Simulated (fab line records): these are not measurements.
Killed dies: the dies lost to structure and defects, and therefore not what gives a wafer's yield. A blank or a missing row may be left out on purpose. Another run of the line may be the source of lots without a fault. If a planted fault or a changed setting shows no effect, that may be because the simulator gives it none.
Struck lot and sound lot, side by side :: flow n5_finfet :: 35 steps out of a route of 1938
Sound: these wafers, L917.1, L917.4, L917.6. Wafers struck: L926.3, L926.5, L926.6. The cause is given at the end.
Per side, at each step with rows, come the tool, then ch with its chambers, and then its first start. Under that, the readings that differ: sound wafers :: struck wafers :: difference of the means :: sigmas: that difference in standard deviations of wafers without a fault.
alike: words and numbers the same on both sides, and readings whose means are apart by under 2 such deviations; not compared: readings that were withheld, readings missing a value for some wafer, numbers with overlapping values and no deviation given by the record, and bounds like >300 which may hide the same value.
The two part at a step that has a row with sigmas, a row that says differs or no value, or rows on one side only. Non-overlapping numbers with no deviation appear without sigmas and do not part them. A reading that every wafer of one side lacks parts them only if that side has two wafers or more.

first, 8 steps without rows for these wafers: N5_BEOL_M6_ECD_50 (material Cu, target thk 300 nm); N5_BEOL_M6_ANNEAL_51 (time 90 s); N5_BEOL_M6_CMP_52 (polishes, stops on SiCOH lowk, t overpolish 6.9 s, target thk 80 nm); N5_BEOL_M6_PRE_CLEAN_55 (time 15 s); N5_BEOL_M6_DEP_56 (deposits SiCN from 3MS/NH3, target thk 10 nm, time 17.5 s); N5_BEOL_M7_ILD_DEP_00 (deposits SiCOH lowk from DEMS/porogen, target thk 179.75 nm, time 33.4 s); N5_BEOL_M7_CURE_74 (cures SiCOH lowk, time 240 s); N5_BEOL_M7_PECVD_70 (deposits SiO2 from TEOS/O2, target thk 20 nm, time 22.7 s).
N5_BEOL_M7_HM_DEP_02: deposits TiN, target thk 20 nm.
  sound: pvd_sputter-02 at day 9 06:40; struck: pvd_sputter-02 at day 12 07:39
reading: model.TiN_of_BEOL_M7_HM_DEP_02.thk_nm (nm)
sound: 20.2 20.2 20.2
struck: 6.6 7 6.8
difference: -13.4
sigmas: 
  alike: throttle_valve_pct
then, 13 steps without rows for these wafers: N5_BEOL_M7_COAT_59 (time 60 s, resist thk 100 nm); N5_BEOL_M7_COAT_60 (time 60 s, resist thk 35 nm); N5_BEOL_M7_COAT_05 (resist thk 90 nm); N5_BEOL_M7_EBR_07; N5_BEOL_M7_SOFTBAKE_06 (time 60 s); N5_BEOL_M7_EXPOSE_08 (exposes mask M7); N5_BEOL_M7_PEB_09 (peb time 60 s); N5_BEOL_M7_DEVELOP_10 (develop time 30 s); N5_BEOL_M7_DESCUM_16 (chemistry O2, time 7.9 s); N5_BEOL_M7_ETCH_61 (etches SiARC in CF4, target depth 45.5 nm, time 75.8 s); N5_BEOL_M7_ETCH_62 (etches SOC in N2/H2, target depth 110 nm, overetch 22 nm, time 165 s); N5_BEOL_M7_STRIP_68 (strips in N2/H2); N5_BEOL_M7_STRIP_67 (strips in CF4).
N5_BEOL_M7_HM_OPEN_17: chemistry Cl2/BCl3, target TiN, target depth 20 nm, overetch 6 nm.
  sound on rie_metal-02 ch 0,1, day 9 07:25; struck on rie_metal-01 ch 0,1, day 12 08:33
reading: oes_product_au (a.u.)
sound: 0.67 0.68 0.68
struck: 0.38 0.39 0.45
difference: -0.27
sigmas: -4

reading: model.etch.depth_nm (nm)
sound: 20.25 20.11 20.28
struck: 6.52 6.961 6.787
difference: -13.46
sigmas: 
  alike: drypump_motor_current_A, throttle_valve_pct
  not compared: rf_hours_counter_h
then, 10 steps without rows for these wafers: N5_BEOL_M7_STRIP_19 (strips in O2); N5_BEOL_M7_COAT_63 (time 60 s, resist thk 60 nm); N5_BEOL_M7_COAT_64 (time 60 s, resist thk 12 nm); N5_BEOL_M7_COAT_71 (time 60 s, resist thk 5 nm); N5_BEOL_M7_COAT_22 (resist thk 30 nm); N5_BEOL_M7_EBR_24; N5_BEOL_M7_SOFTBAKE_23 (time 60 s); N5_BEOL_M7_EXPOSE_25 (exposes mask V6, target cd 40 nm); N5_BEOL_M7_PEB_26 (peb time 60 s); N5_BEOL_M7_DEVELOP_27 (develop time 30 s).
N5_BEOL_M7_TRENCH_ETCH_37: etches SiCOH lowk in C4F6/O2, target depth 93.478 nm, time 31.2 s.
  sound: rie_diel-01 ch 1,2,3; struck: rie_diel-06 ch 2,3
reading: model.TiN_of_BEOL_M7_HM_DEP_02.thk_nm (nm)
sound: 17.6 17.4 17.6
struck: 3.8 4.4 4
difference: -13.5
sigmas: 
  alike: drypump_motor_current_A, oes_product_au, rf_vpp_V, showerhead_plenum_p_Torr, throttle_valve_pct
  not compared: rf_hours_counter_h
-- here the record skips 4 days between the struck wafers' starts before and after, leaving off in module BEOL_M7 and picking up in module PASSIVATION (first step shown: number 1936 of the route) --
N5_PASSIVATION_PROBE_49:
  sound: prober-01 at day 12 20:50; struck: prober-01 at day 16 02:13
  alike: defect_limited_yield, killed_at_M0_to_M3, killed_at_M4_up, killed_at_contacts, killed_at_front_end, killed_at_other, killed_dies, killed_open, killed_short, sort_bin_5_function, sort_bin_6_memory, sort_n_pass, sort_yield_pct

## WHERE THEY PART
Only at N5_BEOL_M7_HM_OPEN_17, as far as this record shows. Later steps at which nothing parts them and some readings are alike: N5_BEOL_M7_TRENCH_ETCH_37, N5_PASSIVATION_PROBE_49.

WHY: the cause the simulator had injected
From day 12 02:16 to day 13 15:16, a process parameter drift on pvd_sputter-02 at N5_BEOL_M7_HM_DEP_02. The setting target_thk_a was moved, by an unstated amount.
